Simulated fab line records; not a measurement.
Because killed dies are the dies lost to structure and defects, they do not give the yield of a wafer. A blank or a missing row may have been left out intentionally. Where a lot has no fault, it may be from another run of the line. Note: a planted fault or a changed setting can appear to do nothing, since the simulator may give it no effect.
Which tool did it?    flow n5-finfet    Sampling: 24 lots, 72 wafers, 5 of 1938 route steps

## WHAT THE GAUGES READ, wafer by wafer
N5_BEOL_M9_THK_MEAS_01. Usual: M9_ILD_THK 268 nm, standard deviation 3.6.
lot   measured      on             M9_ILD_THK (nm)  flag
L075  day 9 18:49   film-metro-02  267 267 272      
L074  day 9 19:28   film-metro-01  260 264 266      
L076  day 10 00:01  film-metro-01  269 272 274      
L077  day 10 13:08  film-metro-01  265 269 270      
L078  day 10 16:30  film-metro-02  264 266 271      
L079  day 10 22:33  film-metro-02  266 270 270      
L080  day 11 02:15  film-metro-02  265 266 272      
L081  day 12 00:36  film-metro-01  266 266 271      
L082  day 12 01:05  film-metro-02  263 267 268      
L083  day 12 06:22  film-metro-01  274 274 273      
L084  day 12 17:07  film-metro-01  265 267 271      
L087  day 12 17:28  film-metro-02  264 266 268      
L085  day 12 20:27  film-metro-02  266 269 267      
L086  day 12 23:19  film-metro-02  266 263 268      
L088  day 13 08:16  film-metro-01  268 269 273      
L089  day 13 16:08  film-metro-02  263 264 269      
L090  day 14 09:13  film-metro-02  267 272 268      
L091  day 14 10:10  film-metro-01  274 269 274      
L093  day 14 13:22  film-metro-01  265 265 267      
L092  day 14 17:35  film-metro-02  270 272 269      
L094  day 15 04:14  film-metro-02  267 271 269      
L097  day 15 06:01  film-metro-02  271 272 268      
L095  day 15 06:56  film-metro-02  272 271 273      
L096  day 15 13:41  film-metro-01  267 264 266      

N5_BEOL_M9_CD_MEAS_35: target cd 70 nm, target cd y 40 nm. Usual: 70.1 nm for cd-nm, sd 0.64.
lot   measured      on         cd-nm (nm)      flag
L075  day 9 22:59   cd-sem-02  70.2 69.3 69.6  
L074  day 9 23:07   cd-sem-02  69.5 69.7 70.8  
L076  day 10 03:50  cd-sem-03  70.2 71.0 70.9  
L077  day 10 16:12  cd-sem-01  70.2 70.2 71.0  
L078  day 10 19:53  cd-sem-01  71.2 70.5 71.2  
L079  day 11 02:52  cd-sem-01  70.6 70.5 69.7  
L080  day 11 04:56  cd-sem-01  70.1 68.9 70.3  
L081  day 12 07:08  cd-sem-01  70.9 70.8 69.6  
L082  day 12 06:34  cd-sem-02  69.0 71.1 70.6  
L083  day 12 09:53  cd-sem-02  70.1 70.8 71.4  
L084  day 12 20:47  cd-sem-01  69.0 69.2 69.7  
L087  day 12 20:59  cd-sem-02  69.9 70.4 71.1  
L085  day 13 00:20  cd-sem-02  69.9 68.8 69.4  
L086  day 13 03:58  cd-sem-03  70.5 70.0 71.1  
L088  day 13 11:15  cd-sem-02  68.8 69.5 68.8  
L089  day 13 19:34  cd-sem-03  69.7 69.5 70.4  
L090  day 14 13:31  cd-sem-03  69.3 69.7 68.5  
L091  day 14 14:26  cd-sem-02  70.4 70.3 70.9  
L093  day 14 16:47  cd-sem-01  70.5 70.8 69.4  
L092  day 14 21:01  cd-sem-03  70.3 71.7 70.3  
L094  day 15 07:22  cd-sem-02  69.7 70.0 69.4  
L097  day 15 10:00  cd-sem-02  70.0 70.8 70.4  
L095  day 15 10:25  cd-sem-03  70.7 69.9 69.5  
L096  day 15 19:44  cd-sem-02  70.5 69.8 70.2  

## EACH LOT AND THE TOOL THAT RAN IT (in order: tool; ch and the chambers of the sampled wafers; start)
lot   N5_BEOL_M9_CURE_71             N5_BEOL_M9_STRIP_19                 N5_BEOL_M9_ETCH_41
L075  uv-cure-02 ch 0, day 9 18:28   rie-diel-06 ch 0,1,2, day 9 21:25   rie-diel-02 ch 1,2,3, day 9 22:59 or earlier
L074  uv-cure-03 ch 0, day 9 18:58   rie-diel-02 ch 0,2,3, day 9 21:41   rie-diel-05 ch 0,2, day 9 23:07 or earlier
L076  uv-cure-02 ch 0, day 9 23:30   rie-diel-05 ch 0,2,3, day 10 02:07  rie-diel-02 ch 0,1,3, day 10 03:50 or earlier
L077  uv-cure-02 ch 2, day 10 12:41  rie-diel-06 ch 1,2, day 10 14:28    rie-diel-06 ch 0,1,2, day 10 16:12 or earlier
L078  uv-cure-03 ch 0, day 10 16:09  rie-diel-06 ch 0,3, day 10 18:46    rie-diel-02 ch 0,1,2, day 10 19:53 or earlier
L079  uv-cure-02 ch 1, day 10 22:07  rie-diel-05 ch 0,1,2, day 11 00:16  rie-diel-02 ch 0,1,2, day 11 02:52 or earlier
L080  uv-cure-03 ch 0, day 11 01:44  rie-diel-02 ch 0,1,2, day 11 03:47  rie-diel-05 ch 0,2,3, day 11 04:56 or earlier
L081  uv-cure-01 ch 1, day 12 00:05  rie-diel-02 ch 0,2,3, day 12 03:38  rie-diel-02 ch 0,2,3, day 12 07:08 or earlier
L082  uv-cure-01 ch 2, day 12 00:34  rie-diel-06 ch 1,2,3, day 12 03:53  rie-diel-02 ch 1,2,3, day 12 06:34 or earlier
L083  uv-cure-01 ch 1, day 12 06:01  rie-diel-06 ch 0,1,2, day 12 08:14  rie-diel-06 ch 0,1, day 12 09:53 or earlier
L084  uv-cure-01 ch 1, day 12 16:41  rie-diel-06 ch 0,1, day 12 19:36    rie-diel-06 ch 0,1,3, day 12 20:47 or earlier
L087  uv-cure-02 ch 0, day 12 17:06  rie-diel-02 ch 2,3, day 12 19:49    rie-diel-02 ch 0,1,2, day 12 20:59 or earlier
L085  uv-cure-01 ch 2, day 12 20:01  rie-diel-02 ch 0,1, day 12 22:01    rie-diel-02 ch 0,1,3, day 13 00:20 or earlier
L086  uv-cure-03 ch 1, day 12 22:47  rie-diel-06 ch 1,2,3, day 13 01:07  rie-diel-05 ch 1,2, day 13 03:58 or earlier
L088  uv-cure-02 ch 1, day 13 07:46  rie-diel-05 ch 0,1,2, day 13 10:07  rie-diel-05 ch 0,2,3, day 13 11:15 or earlier
L089  uv-cure-02 ch 0, day 13 15:42  rie-diel-05 ch 0,1,2, day 13 18:04  rie-diel-05 ch 0,1,3, day 13 19:34 or earlier
L090  uv-cure-01 ch 1, day 14 08:52  rie-diel-06 ch 0,1,3, day 14 11:48  rie-diel-05 ch 0,1,3, day 14 13:31 or earlier
L091  uv-cure-02 ch 1, day 14 09:10  rie-diel-05 ch 0,2,3, day 14 11:52  rie-diel-05 ch 2,3, day 14 14:26 or earlier
L093  uv-cure-03 ch 2, day 14 13:05  rie-diel-05 ch 0,3, day 14 15:40    rie-diel-02 ch 1,2, day 14 16:47 or earlier
L092  uv-cure-03 ch 1, day 14 17:14  rie-diel-05 ch 0,1,3, day 14 19:44  rie-diel-05 ch 0,1, day 14 21:01 or earlier
L094  uv-cure-01 ch 0, day 15 03:49  rie-diel-05 ch 0,3, day 15 06:01    rie-diel-02 ch 0,1, day 15 07:22 or earlier
L097  uv-cure-02 ch 0, day 15 05:35  rie-diel-06 ch 0,3, day 15 08:18    rie-diel-02 ch 0,2,3, day 15 10:00 or earlier
L095  uv-cure-02 ch 2, day 15 06:25  rie-diel-02 ch 0,2,3, day 15 08:24  rie-diel-02 ch 0,2,3, day 15 10:25 or earlier
L096  uv-cure-02 ch 1, day 15 13:10  rie-diel-06 ch 1,2,3, day 15 15:59  rie-diel-05 ch 0,1,3, day 15 19:44 or earlier
- N5_BEOL_M9_CURE_71: cures SiCOH lowk, time 240 s.
- N5_BEOL_M9_STRIP_19: strips in O2.
- N5_BEOL_M9_ETCH_41: etches SiCN in CH3F/O2, target depth 36.6 nm, time 70.1 s.

## AS READ BY THE TOOLS THEMSELVES (means over the sampled wafers that have a number; for cases with no such wafer, the mark the record gives instead)
N5_BEOL_M9_CURE_71. Usual: lamp-power-pct 52.32 %, standard deviation 0.055; wafer_temp_C_max 386.8, standard deviation 0.5.
lot   tool        lamp-power-pct (%)  wafer_temp_C_max  flag
L075  uv-cure-02  52.34               386.8             
L074  uv-cure-03  52.30               387.4             
L076  uv-cure-02  52.29               386.7             
L077  uv-cure-02  52.34               386.7             
L078  uv-cure-03  52.32               387.5             
L079  uv-cure-02  52.33               387.2             
L080  uv-cure-03  52.40               387.5             
L081  uv-cure-01  52.33               386.3             
L082  uv-cure-01  52.29               386.5             
L083  uv-cure-01  52.31               386.5             
L084  uv-cure-01  52.32               386.3             
L087  uv-cure-02  52.36               386.8             
L085  uv-cure-01  52.30               386.2             
L086  uv-cure-03  52.37               386.5             
L088  uv-cure-02  52.32               387.0             
L089  uv-cure-02  52.33               386.5             
L090  uv-cure-01  52.35               386.5             
L091  uv-cure-02  52.35               387.0             
L093  uv-cure-03  52.31               387.1             
L092  uv-cure-03  52.26               386.4             
L094  uv-cure-01  52.29               387.1             
L097  uv-cure-02  52.35               387.1             
L095  uv-cure-02  52.30               386.8             
L096  uv-cure-02  52.35               387.0             

N5_BEOL_M9_STRIP_19. Usual: chamber-pressure-mTorr 30.00 mTorr, standard deviation 0.032; drypump-motor-current-A 5.6 A, standard deviation 0.4; oes-product-au 0.81 a.u., standard deviation 0.11; rf-vpp-V 3.6 V, standard deviation 0.65; showerhead-plenum-p-Torr 2.10 Torr, standard deviation 0.078; throttle-valve-pct 16.63 %, standard deviation 0.2.
lot   tool         chamber-pressure-mTorr (mTorr)  drypump-motor-current-A (A)  oes-product-au (a.u.)  rf-vpp-V (V)  showerhead-plenum-p-Torr (Torr)  throttle-valve-pct (%)  flag
L075  rie-diel-06  30.02                           5.7                          0.75                   3.4           2.03                             16.61                   
L074  rie-diel-02  30.02                           6.1                          0.90                   3.4           2.14                             16.53                   
L076  rie-diel-05  30.02                           5.5                          0.72                   3.1           2.10                             16.80                   
L077  rie-diel-06  30.01                           5.9                          0.73                   3.3           2.05                             16.62                   
L078  rie-diel-06  29.99                           5.2                          0.89                   4.2           2.15                             16.73                   
L079  rie-diel-05  30.02                           5.5                          0.73                   2.9           2.11                             16.66                   
L080  rie-diel-02  30.02                           6.0                          0.84                   4.0           2.15                             16.67                   
L081  rie-diel-02  29.99                           6.1                          0.87                   4.0           2.14                             16.58                   
L082  rie-diel-06  30.02                           5.7                          0.82                   2.8           2.11                             16.60                   
L083  rie-diel-06  29.99                           5.7                          0.73                   4.4           2.02                             16.63                   
L084  rie-diel-06  30.02                           5.4                          0.73                   3.2           2.00                             16.64                   
L087  rie-diel-02  30.02                           5.9                          0.88                   3.6           2.12                             16.51                   
L085  rie-diel-02  30.02                           6.1                          0.82                   3.3           2.14                             16.76                   
L086  rie-diel-06  30.01                           5.7                          0.81                   3.2           2.11                             16.61                   
L088  rie-diel-05  30.00                           5.5                          0.81                   3.7           2.10                             16.57                   
L089  rie-diel-05  29.98                           5.5                          0.80                   3.2           2.10                             16.57                   
L090  rie-diel-06  29.97                           5.5                          0.80                   2.7           2.07                             16.63                   
L091  rie-diel-05  30.00                           5.5                          0.87                   3.4           2.10                             16.55                   
L093  rie-diel-05  29.98                           5.5                          0.94                   3.2           2.14                             16.50                   
L092  rie-diel-05  30.00                           5.5                          0.87                   3.7           2.15                             16.53                   
L094  rie-diel-05  30.01                           5.3                          0.93                   4.2           2.15                             16.60                   
L097  rie-diel-06  30.00                           5.2                          0.75                   3.6           2.06                             16.82                   
L095  rie-diel-02  30.00                           6.1                          0.84                   3.5           2.13                             16.62                   
L096  rie-diel-06  29.99                           5.7                          0.89                   3.6           2.10                             16.48                   

N5_BEOL_M9_ETCH_41. Usual: chamber-pressure-mTorr 29.999 mTorr, standard deviation 0.027; drypump-motor-current-A 5.7 A, standard deviation 0.43; oes-product-au 0.82 a.u., standard deviation 0.098; rf-vpp-V 297.9 V, standard deviation 1.2; showerhead-plenum-p-Torr 2.02 Torr, standard deviation 0.053; throttle-valve-pct 16.31 %, standard deviation 0.17.
lot   tool         chamber-pressure-mTorr (mTorr)  drypump-motor-current-A (A)  oes-product-au (a.u.)  rf-vpp-V (V)  showerhead-plenum-p-Torr (Torr)  throttle-valve-pct (%)  flag
L075  rie-diel-02  30.002                          5.7                          0.84                   298.9         2.05                             16.31                   
L074  rie-diel-05  29.999                          5.4                          0.75                   296.9         1.96                             16.37                   
L076  rie-diel-02  29.986                          5.8                          0.82                   298.0         2.04                             16.33                   
L077  rie-diel-06  30.001                          5.7                          0.74                   295.7         1.94                             16.29                   
L078  rie-diel-02  29.972                          6.0                          0.86                   298.5         2.05                             16.31                   
L079  rie-diel-02  29.989                          6.0                          0.84                   298.5         2.05                             16.32                   
L080  rie-diel-05  29.984                          5.5                          0.71                   297.5         2.01                             16.49                   
L081  rie-diel-02  29.964                          6.1                          0.86                   297.6         2.04                             16.23                   
L082  rie-diel-02  30.015                          5.7                          0.81                   297.3         2.04                             16.35                   
L083  rie-diel-06  30.010                          5.7                          0.79                   295.7         1.91                             16.09                   
L084  rie-diel-06  30.012                          5.5                          0.83                   297.3         1.98                             16.25                   
L087  rie-diel-02  30.008                          6.0                          0.83                   298.5         2.04                             16.33                   
L085  rie-diel-02  29.999                          5.8                          0.78                   298.1         2.03                             16.37                   
L086  rie-diel-05  29.982                          5.7                          0.74                   297.9         2.02                             16.23                   
L088  rie-diel-05  30.008                          5.5                          0.90                   297.6         2.00                             16.20                   
L089  rie-diel-05  29.988                          5.5                          0.89                   298.9         2.06                             16.18                   
L090  rie-diel-05  30.007                          5.5                          0.87                   299.1         2.06                             16.20                   
L091  rie-diel-05  30.018                          5.7                          0.88                   297.0         2.00                             16.17                   
L093  rie-diel-02  29.981                          5.9                          0.83                   298.4         2.05                             16.34                   
L092  rie-diel-05  29.985                          5.3                          0.86                   298.0         2.05                             16.25                   
L094  rie-diel-02  29.979                          6.1                          0.79                   297.3         2.03                             16.39                   
L097  rie-diel-02  30.010                          6.1                          0.83                   298.2         2.03                             16.27                   
L095  rie-diel-02  30.017                          6.1                          0.84                   298.2         2.03                             16.27                   
L096  rie-diel-05  30.007                          5.5                          0.85                   298.5         2.05                             16.22                   

## THE ANSWER, worked out from the rows above alone
Rule: a lot counts as off when the mean over its wafers that have a number is more than 3 standard deviations away from the usual mean. A lot without any number at a reading at which 4 lots or more have one is off too. All remaining lots with rows at the step are treated as sound. Order of review: gauges by route order, followed by the tools' own readings, for which a lot's mean as printed above is used. The first step at which some lot is off is used, and at that step the reading that is off furthest; a lot without a number counts as furthest.
No lot is off at any reading shown: from this, nothing can be told.

## WHAT THE SIMULATOR PUT IN
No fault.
